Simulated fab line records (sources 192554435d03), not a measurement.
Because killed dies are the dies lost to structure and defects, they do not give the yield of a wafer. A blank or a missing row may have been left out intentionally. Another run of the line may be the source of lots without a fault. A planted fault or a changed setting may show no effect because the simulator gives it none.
fab line records | flow n5_finfet
[record] lots = 6 wafers = 16 last_day = 17
route steps=1938 shown BEOL_M7@1268 PASSIVATION@1936
lots that met no fault: taken from a fault-free run of the same line
start_h: hours from the record's first day to the start of the lot's first wafer shown | wait_h: hours elapsed since this lot's preceding step | " the same as in the row above | L1.1+2: several wafers, shown together as one row | - no value, or no start given | * or withheld: withheld | < > ~ a bound
route shown NAME@n: a module of which the file shows steps, and the number in the route of the first | usual: mean/standard deviation of fault-free wafers | same: alike in all rows | chamber/n: place in a boat | sites: readings site by site | _std_site: the standard deviation of these | _edge_site: inner sites' mean taken away from outer sites' mean | radius_mm: how far each site lies from the wafer's centre | mask NAME#n: copy n | behind: tool/chamber where the wafer was last shaped | hold: cause of the lot's hold/its duration in hours/its outcome | device: which transistor (n, p or np) failed to switch | end of line: the same wafers' tests at the end of the route | for a step that has no rows: nothing shown but its recipe | killed: dies lost to structure and defects at the first sort, not the wafer's yield | map: a wafer's dies, marking killed ones x, the rest . and places with no die _
set.NAME: the run value of the setting; set.NAME@STEP: its run value at that earlier step | model.NAME: the simulator's own value behind a step, which no gauge read
lots seen at some steps along the route; tables by step, rows by wafer
services: from which hour (start_h, from the record's first day; less than 0 if before it) a tool's chamber was out of use, for how many hours, and why
[[steps]]
[step N5_BEOL_M7_COAT_59]
[recipe] resist = SOC temp_c = 250 time_s = 60 spin_rpm = 1500 resist_thk_nm = 100
[step N5_BEOL_M7_COAT_60]
[recipe] resist = SiARC temp_c = 220 time_s = 60 spin_rpm = 1500 resist_thk_nm = 35
[step N5_BEOL_M7_COAT_05]
[recipe] resist = CAR-ArF spin_rpm = 1500 resist_thk_nm = 90
[step N5_BEOL_M7_EBR_07]
[recipe] solvent = PGMEA ebr_width_mm = 1.5
[step N5_BEOL_M7_SOFTBAKE_06]
[recipe] temp_c = 110 time_s = 60 resist = CAR-ArF
[step N5_BEOL_M7_EXPOSE_08]
[recipe] mask_id = M7 na = 1.35 source_shape = dipole sigma_inner = 0.817 sigma_outer = 0.97 polarization = te dose_mj = 68.25
[step N5_BEOL_M7_PEB_09]
[recipe] peb_temp_c = withheld peb_time_s = 60 resist = CAR-ArF
[step N5_BEOL_M7_DEVELOP_10]
[recipe] develop_time_s = 30 developer = TMAH resist = CAR-ArF rinse_liquid = diw dry = air_spin dev_temp_c = 23
[step N5_BEOL_M7_CD_MEAS_11]
[recipe] target_cd_nm = 38.5 landing_energy_ev = 500 detector = se_inlens polarity = opening
[usual] cd_nm = 38.6/0.49
// columns lot.wafer tool chamber start_h wait_h cd_nm
L257.2 cd_sem-01 0 192.39 - 38.7
L257.3 " 0 " " 39.2
L257.5 " 0 " " 39.5
L259.1 cd_sem-03 0 208.09 - 38.5
L259.4 " 0 " " 38.7
L259.6 " 0 " " 38.2
L273.1 cd_sem-03 0 286.72 - 39.0
L273.6 " 0 " " 38.6
L274.3 cd_sem-02 0 289.90 - 38.0
L274.6 " 0 " " 38.6
L277.2 cd_sem-02 0 315.11 - 38.4
L277.3 " 0 " " 38.2
L277.5 " 0 " " 38.9
L278.1 cd_sem-03 0 315.15 - 39.0
L278.2 " 0 " " 39.0
L278.4 " 0 " " 39.4
[step N5_BEOL_M7_OVL_MEAS_12]
[recipe] points_per_wafer = 44
[usual] M7_OVL = 0.2/0.85
// columns lot.wafer tool chamber start_h wait_h M7_OVL[nm]
L257.2 overlay-02 0 192.42 0.0 1.2
L257.3 " 0 " " 1.4
L257.5 " 0 " " 0.6
L259.1 overlay-01 0 208.12 0.0 0.2
L259.4 " 0 " " -0.9
L259.6 " 0 " " 0.0
L273.1 overlay-01 0 286.75 0.0 -2.4
L273.6 " 0 " " -0.3
L274.3 overlay-01 0 289.93 0.0 -0.9
L274.6 " 0 " " 0.2
L277.2 overlay-01 0 315.14 0.0 0.3
L277.3 " 0 " " 1.5
L277.5 " 0 " " 0.6
L278.1 overlay-01 0 315.18 0.0 -0.4
L278.2 " 0 " " 1.1
L278.4 " 0 " " 0.5
[step N5_BEOL_M7_INSPECT_13]
[recipe] mode = adi inspect_instrument = brightfield
[usual] raw_defect_count = 442/110
// columns lot.wafer tool chamber start_h wait_h raw_defect_count
L257.2 defect_inspect-02 - 192.44 0.0 527
L257.3 " - " " 560
L257.5 " - " " 530
L259.1 defect_inspect-01 - 208.14 0.0 522
L259.4 " - " " 536
L259.6 " - " " 455
L273.1 defect_inspect-02 - 286.78 0.0 508
L273.6 " - " " 344
L274.3 defect_inspect-02 - 289.96 0.0 564
L274.6 " - " " 490
L277.2 defect_inspect-02 - 315.16 0.0 541
L277.3 " - " " 387
L277.5 " - " " 277
L278.1 defect_inspect-01 - 315.20 0.0 848
L278.2 " - " " 459
L278.4 " - " " 317
[step N5_BEOL_M7_DESCUM_16]
[recipe] chemistry = O2 time_s = 7.9 source_power_w = 50 bias_power_w = 20 pressure_mtorr = 20 rf_frequency_hz = 2.712e+07 temp_c = 40 resist = CAR-ArF o2_flow_sccm = 225
[usual] drypump_motor_current_A = 5.8/0.5 oes_product_au = 0.77/0.079 rf_fwd_power_W = 49.45/0.22 rf_vpp_V = 243.7/1.2 showerhead_plenum_p_Torr = 2.13/0.062 throttle_valve_pct = 20.38/0.19
// columns lot.wafer tool chamber start_h wait_h drypump_motor_current_A oes_product_au rf_fwd_power_W rf_hours_counter_h rf_vpp_V showerhead_plenum_p_Torr throttle_valve_pct
L257.2 rie_diel-01 2 192.47 0.0 5.7 0.71 49.14 199 245.0 2.17 20.13
L257.3 " 3 " " 6.3 0.73 49.48 190 242.1 2.09 20.49
L257.5 " 2 " " 5.7 0.71 49.17 - 244.7 2.17 20.12
L259.1 rie_diel-03 3 208.76 0.6 6.0 0.72 49.67 186 243.3 2.17 20.66
L259.4 " 1 " " 6.0 0.74 49.32 175 243.3 2.16 20.39
L259.6 " 2 " " 4.9 0.88 49.59 - 242.1 2.03 20.09
L273.1 rie_diel-01 1 287.42 0.6 5.9 0.83 49.56 79 244.2 2.23 20.42
L273.6 " 1 " " 5.9 0.82 49.37 - 245.2 2.23 20.43
L274.3 rie_diel-01 0 290.00 0.0 5.8 0.86 49.74 55 244.3 2.10 20.27
L274.6 " 1 " " 5.9 0.83 49.09 - 244.7 2.23 20.43
L277.2 rie_diel-03 1 315.20 0.0 6.1 0.71 49.28 211 244.1 2.14 20.46
L277.3 " 3 " " 5.9 0.69 49.98 217 243.9 2.16 20.72
L277.5 " 0 " " 6.7 0.71 49.40 - 243.2 2.09 20.56
L278.1 rie_diel-03 0 315.45 0.2 6.7 0.73 49.20 161 242.4 2.09 20.56
L278.2 " 3 " " 6.0 0.69 49.58 217 244.4 2.16 20.73
L278.4 " 1 " " 6.0 0.72 49.18 211 245.1 2.14 20.44
[step N5_BEOL_M7_ETCH_61]
[recipe] chemistry = CF4 target = SiARC target_depth_a = 455 mask_material = CAR-ArF time_s = 75.8 ion_energy_ev = 80 pressure_mtorr = 40 source_w = 545 bias_w = 36 Ar_flow_sccm = 100 cf4_flow_sccm = 100 ends = cleared
[usual] drypump_motor_current_A = 5.8/0.5 etch_rf_on_time_s = 76.0/1.6 oes_product_au = 0.66/0.07 rf_fwd_power_W = 539.9/1.9 rf_vpp_V = 184.5/1 showerhead_plenum_p_Torr = 2.18/0.055 throttle_valve_pct = 15.59/0.19
// columns lot.wafer tool chamber start_h wait_h drypump_motor_current_A etch_rf_on_time_s oes_product_au rf_fwd_power_W rf_hours_counter_h rf_vpp_V showerhead_plenum_p_Torr throttle_valve_pct
L257.2 rie_diel-01 2 192.51 0.0 5.7 78.2 0.60 537.3 199 183.8 2.20 15.34
L257.3 " 3 " " 6.3 76.3 0.61 541.6 190 182.7 2.14 15.69
L257.5 " 2 " " 5.7 78.4 0.60 536.9 - 184.1 2.20 15.34
L259.1 rie_diel-03 3 208.80 0.0 5.9 76.8 0.60 541.4 186 184.9 2.20 15.77
L259.4 " 1 " " 6.1 76.6 0.62 537.8 175 185.2 2.24 15.81
L259.6 " 2 " " 4.9 76.6 0.75 538.9 - 183.7 2.11 15.43
L273.1 rie_diel-01 1 287.45 0.0 5.9 89.2 0.64 538.9 79 184.0 2.26 15.54
L273.6 " 1 " " 5.9 89.4 0.65 542.3 - 184.3 2.26 15.52
L274.3 rie_diel-01 0 290.03 0.0 5.8 72.1 0.75 537.7 55 184.6 2.18 15.66
L274.6 " 1 " " 5.9 88.7 0.65 540.0 - 184.6 2.26 15.54
L277.2 rie_diel-03 1 315.23 0.0 6.1 77.8 0.59 536.1 211 184.3 2.23 15.90
L277.3 " 3 " " 5.9 76.5 0.59 542.4 217 184.4 2.19 15.83
L277.5 " 0 " " 6.7 78.4 0.61 538.3 - 184.1 2.15 15.74
L278.1 rie_diel-03 0 315.49 0.0 6.7 78.3 0.61 541.6 161 184.1 2.15 15.74
L278.2 " 3 " " 6.0 76.8 0.58 540.0 217 185.4 2.19 15.82
L278.4 " 1 " " 6.1 77.8 0.59 541.7 211 185.9 2.23 15.88
[step N5_BEOL_M7_ETCH_62]
[recipe] chemistry = N2/H2 target = SOC target_depth_a = 1100 overetch_a = 220 mask_material = SiARC temp_c = 40 time_s = 165 ion_energy_ev = 200 pressure_mtorr = 30 source_w = 840 bias_w = 150 n2_flow_sccm = 200 h2_flow_sccm = 200
[usual] drypump_motor_current_A = 5.9/0.5 oes_product_au = 0.65/0.065 rf_fwd_power_W = 837.7/2.6 rf_vpp_V = 525.1/2 showerhead_plenum_p_Torr = 2.59/0.068 throttle_valve_pct = 17.78/0.22
// columns lot.wafer tool chamber start_h wait_h drypump_motor_current_A oes_product_au rf_fwd_power_W rf_hours_counter_h rf_vpp_V showerhead_plenum_p_Torr throttle_valve_pct
L257.2 rie_diel-01 2 192.56 0.0 5.7 0.60 831.3 199 525.4 2.64 17.60
L257.3 " 3 " " 6.3 0.62 838.1 190 521.4 2.52 17.82
L257.5 " 2 " " 5.7 0.61 831.7 - 525.5 2.64 17.60
L259.1 rie_diel-03 3 208.85 0.0 5.9 0.60 834.2 186 526.3 2.64 18.06
L259.4 " 1 " " 6.1 0.62 834.9 175 525.5 2.64 17.88
L259.6 " 2 " " 4.9 0.75 840.0 - 521.3 2.49 17.51
L273.1 rie_diel-01 1 287.51 0.0 5.9 0.69 838.7 79 527.8 2.66 17.60
L273.6 " 1 " " 5.9 0.69 838.2 - 527.4 2.66 17.60
L274.3 rie_diel-01 0 290.09 0.0 5.8 0.72 841.6 55 524.6 2.57 17.78
L274.6 " 1 " " 5.9 0.70 834.8 - 527.5 2.66 17.62
L277.2 rie_diel-03 1 315.29 0.0 6.1 0.60 837.7 211 526.0 2.63 17.94
L277.3 " 3 " " 6.0 0.58 840.2 217 526.0 2.62 18.11
L277.5 " 0 " " 6.7 0.62 839.5 - 523.8 2.54 18.05
L278.1 rie_diel-03 0 315.54 0.0 6.7 0.62 842.6 161 523.9 2.54 18.06
L278.2 " 3 " " 5.9 0.59 836.4 217 527.7 2.62 18.11
L278.4 " 1 " " 6.1 0.60 837.7 211 526.9 2.63 17.95
[step N5_PASSIVATION_PROBE_49]
[usual] defect_limited_yield = 91.3/1.5 killed_at_M0_to_M3 = 35/10 killed_at_M4_up = 12/4.6 killed_at_contacts = 13/6.6 killed_at_front_end = 39/11 killed_at_other = 4/3.4 killed_dies = 103/17 killed_open = 67/13 killed_short = 35/8.2 sort_bin_5_function = 5.1/0.94 sort_bin_6_memory = 3.2/0.7 sort_n_pass = 1077/17 sort_yield_pct = 91.3/1.5
[same] gross_dies = 1180 killed_at_back_side = 0 sort_bin_4_leakage[%] = 0 sort_bin_8_speed[%] = 0
// columns lot.wafer tool chamber start_h wait_h defect_limited_yield[%] killed_at_M0_to_M3 killed_at_M4_up killed_at_contacts killed_at_front_end killed_at_other killed_dies killed_open killed_short sort_bin_5_function[%] sort_bin_6_memory[%] sort_n_pass sort_yield_pct[%]
L257.2 prober-01 - 269.94 0.1 93.6 23 8 7 37 0 75 50 22 4.1 2.2 1105 93.6
L257.3 prober-01 - 269.99 0.1 90.6 23 16 6 60 6 111 63 37 5.8 2.5 1069 90.6
L257.5 prober-01 - 270.09 0.2 89.8 42 16 1 61 0 120 83 37 6.8 3.1 1060 89.8
L274.3 prober-01 - 384.05 0.1 93.5 19 13 10 34 1 77 48 28 3.7 2.4 1103 93.5
L274.6 prober-01 - 384.20 0.3 91.5 35 11 18 28 8 100 77 21 4.5 3.9 1080 91.5
L277.2 prober-02 - 406.16 0.1 93.3 40 10 2 25 2 79 48 31 3.6 3.1 1101 93.3
L277.3 prober-02 - 406.21 0.1 93.4 23 11 3 41 0 78 46 32 4.4 1.8 1102 93.4
L277.5 prober-02 - 406.31 0.2 92.0 38 11 5 40 0 94 61 33 4.9 2.7 1086 92.0
// killed by level:class
L257.2 STI_FIN_REVEAL:geometric_particle:open=16 FIN_SAQP:geometric_particle:short=5 BEOL_M1:geometric_particle:open=5 BEOL_M4:geometric_particle:open=5 BEOL_M3:geometric_particle:open=4 FIN_SAQP:geometric_particle:open=3 MOL_CONTACT_COAG:geometric_particle:open=3 MOL_CONTACT_COAG:geometric_particle:short=3
L257.3 STI_FIN_REVEAL:geometric_particle:open=18 FIN_SAQP:geometric_particle:short=9 HKMG_FIN:area_etch=9 FIN_SAQP:geometric_particle:open=7 MOL_CONTACT_COAG:geometric_particle:open=6 BEOL_M3:geometric_particle:open=6 STI_FIN_REVEAL:geometric_particle:short=5 BEOL_M4:geometric_particle:open=5
L257.5 STI_FIN_REVEAL:geometric_particle:open=19 BEOL_M0_SAQP:geometric_particle:open=15 FIN_SAQP:geometric_particle:short=14 FIN_SAQP:geometric_particle:open=9 BEOL_M4:geometric_particle:open=8 BEOL_M3:geometric_particle:open=7 BEOL_M0_SAQP:geometric_particle:short=6 BEOL_M2:geometric_particle:open=6
L274.3 MOL_CONTACT_COAG:geometric_particle:open=10 BEOL_M4:geometric_particle:open=9 FIN_SAQP:geometric_particle:short=7 BEOL_M2:geometric_particle:open=6 FIN_SAQP:geometric_particle:open=5 GATE_CUT:geometric_particle:short=4 STARTING-WAFER:geometric_particle:short=4 DUMMY_GATE:geometric_particle:open=3
L274.6 MOL_CONTACT_COAG:geometric_particle:open=17 STI_FIN_REVEAL:geometric_particle:open=12 BEOL_M1:geometric_particle:open=11 FIN_SAQP:geometric_particle:short=6 BEOL_M0_SAQP:geometric_particle:open=5 BEOL_M3:geometric_particle:open=5 FIN_SAQP:geometric_particle:open=4 BEOL_M4:geometric_particle:open=4
L277.2 BEOL_M0_SAQP:geometric_particle:open=13 BEOL_M1:geometric_particle:open=10 FIN_SAQP:geometric_particle:short=6 BEOL_M0_SAQP:geometric_particle:short=6 BEOL_M3:geometric_particle:open=6 BEOL_M4:geometric_particle:open=6 GATE_CUT:geometric_particle:short=4 STARTING-WAFER:geometric_particle:short=4
L277.3 FIN_SAQP:geometric_particle:short=15 FIN_SAQP:geometric_particle:open=8 BEOL_M1:geometric_particle:open=6 BEOL_M2:geometric_particle:open=6 BEOL_M0_SAQP:geometric_particle:open=4 STI_FIN_REVEAL:geometric_particle:open=3 DUMMY_GATE:geometric_particle:open=3 SPACER0:geometric_particle:open=3
L277.5 FIN_SAQP:geometric_particle:open=12 BEOL_M0_SAQP:geometric_particle:open=11 BEOL_M0_SAQP:geometric_particle:short=8 BEOL_M3:geometric_particle:open=7 STARTING-WAFER:geometric_particle:short=6 FIN_SAQP:geometric_particle:short=5 MOL_CONTACT_COAG:geometric_particle:open=5 BEOL_M4:geometric_particle:open=4
[[services]]
// columns tool chamber start_h hours kind
rie_diel-03 - 172.67 0.3 repair
rie_diel-03 1 193.13 8.5 repair
rie_diel-03 - 236.51 0.3 repair
rie_diel-03 0 253.64 2.0 repair
rie_diel-03 3 285.32 6.0 repair
rie_diel-01 - 290.73 2.8 pm
rie_diel-01 2 293.58 40.7 repair
[[key]]
[first_sign] step = N5_BEOL_M7_ETCH_61 reading = etch_rf_on_time_s direction = up sigmas = 8.3 usual = * struck = *
effect none on later readings
met_at N5_BEOL_M7_ETCH_61
struck_wafers L273.1,L273.6,L274.6
onset_between 192.51 287.45
[fault] kind = process_parameter_drift tool = rie_diel-01 chamber = - onset_h = 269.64 steps = N5_BEOL_M7_ETCH_61 channel = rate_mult offset = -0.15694 shape = step end_h = 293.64 scope = struck_wafers_only
